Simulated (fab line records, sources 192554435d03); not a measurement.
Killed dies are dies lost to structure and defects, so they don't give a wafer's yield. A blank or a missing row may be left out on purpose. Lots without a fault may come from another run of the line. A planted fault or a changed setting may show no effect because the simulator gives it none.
Split-lot experiment | flow n5_finfet | 7 lots, 21 wafers read, on a route of 1938 steps

THE SPLIT
At N5_BEOL_M3_TRENCH_ETCH_37 (etches SiOC in C4F6/O2, target depth 55.555 nm, time 29.2 s), the setting source_w was moved away from the recipe's 355 W on 10 of the 21 wafers read, by -14.6% to +14.6%. The other wafers ran this setting at the recipe's value.

The reading is taken at the split's own step.

THE READING
rf_vpp_V, in V, at N5_BEOL_M3_TRENCH_ETCH_37 (etches SiOC in C4F6/O2, target depth 55.555 nm, time 29.2 s). Fault-free wafers of this fab line usually give 671 V, standard deviation 10 V.

wafer  | tool, chamber at the split | source_w as run, W | against the recipe | rf_vpp_V, V | against lot-mates on the recipe
L076.3 | rie_diel-05, 3             | 311.5              | -12.3%             | 723         | +46
L076.4 | rie_diel-05, 2             | 355                | recipe             | 669         | -
L076.5 | rie_diel-05, 0             | 355                | recipe             | 684         | -
L078.2 | rie_diel-06, 2             | 310                | -12.7%             | 705         | +35
L078.3 | rie_diel-06, 3             | 355                | recipe             | 670         | -
L078.4 | rie_diel-06, 3             | 310                | -12.7%             | 717         | +47
L080.2 | rie_diel-05, 2             | 407                | +14.6%             | 625         | -38
L080.3 | rie_diel-05, 1             | 355                | recipe             | 663         | -
L080.4 | rie_diel-05, 2             | 407                | +14.6%             | 623         | -40
L083.2 | rie_diel-03, 0             | 303                | -14.6%             | 731         | no lot-mate on the recipe
L083.3 | rie_diel-03, 2             | 303                | -14.6%             | 724         | no lot-mate on the recipe
L083.6 | rie_diel-03, 0             | 303                | -14.6%             | 731         | no lot-mate on the recipe
L084.1 | rie_diel-05, 1             | 355                | recipe             | 662         | -
L084.2 | rie_diel-05, 0             | 355                | recipe             | 683         | -
L084.3 | rie_diel-05, 3             | 398.9              | +12.4%             | 648         | -24
L087.1 | rie_diel-06, 3             | 355                | recipe             | 671         | -
L087.2 | rie_diel-06, 2             | 355                | recipe             | 669         | -
L087.4 | rie_diel-06, 0             | 303.6              | -14.5%             | 734         | +64
L090.1 | rie_diel-06, 0             | 355                | recipe             | 679         | -
L090.2 | rie_diel-06, 1             | 355                | recipe             | 682         | -
L090.3 | rie_diel-06, 3             | 355                | recipe             | 669         | -

THE FIT
A straight line over all 21 wafers: rf_vpp_V changes by -3.43 V for each +1% of source_w; r = -0.97; the points scatter about the line by 8.2 V.
The same after taking each lot's own level away (the mean of its wafers on the recipe; 18 wafers): -3.13 V for each +1%; r = -0.96; scatter 8 V.
On that fit, the largest move of source_w shifts the reading by 46 V.
The lots' own levels span 663.0 to 676.7 V, that is 1.4 times the standard deviation above.
So the lot-to-lot level changes the slope little: the two slopes agree.
Check: with one of the wafers moved furthest among these (+14.6%) left out of the fit, the line predicts -44 V for it against its lot-mates. It came out at -38 V against them.
Tool readings at the split's step, against how far the setting was moved: rf_vpp_V r = -0.97.

OTHER SPLITS ON THESE WAFERS
These wafers also went through other splits before the reading. Each is held against what the fit with the lots' levels taken away leaves over:
other split on the same wafers    | wafers away from the commonest value | r with rf_vpp_V (lot level and that fit taken away)
N5_BEOL_M0_SAQP_PECVD_96 time_s   | 8                                    | +0.27
N5_BEOL_M0_SAQP_ALD_48 ald_cycles | 5                                    | +0.40
N5_BEOL_M1_PECVD_72 temp_c        | 6                                    | +0.41
N5_BEOL_M1_COAT_61 spin_rpm       | 5                                    | -0.08
N5_BEOL_M2_PECVD_72 time_s        | 7                                    | +0.10

THE WHOLE CHAIN: every reading that the file lists as answering this split, in the file's order
step                      | what it does                                                | reading                                                        | change (the file's fit)               | r (the file's)
N5_BEOL_M3_TRENCH_ETCH_37 | etches SiOC in C4F6/O2, target depth 55.555 nm, time 29.2 s | rf_vpp_V                                                       | -3.27 V for each +1% of the setting   | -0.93
N5_BEOL_M3_TRENCH_ETCH_37 | etches SiOC in C4F6/O2, target depth 55.555 nm, time 29.2 s | etch.depth_nm (the simulator's own value, which no gauge read) | +0.286 nm for each +1% of the setting | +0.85

THE FILE'S OWN FIT
rf_vpp_V changes by -3.27 V for each +1% of source_w, r = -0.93.
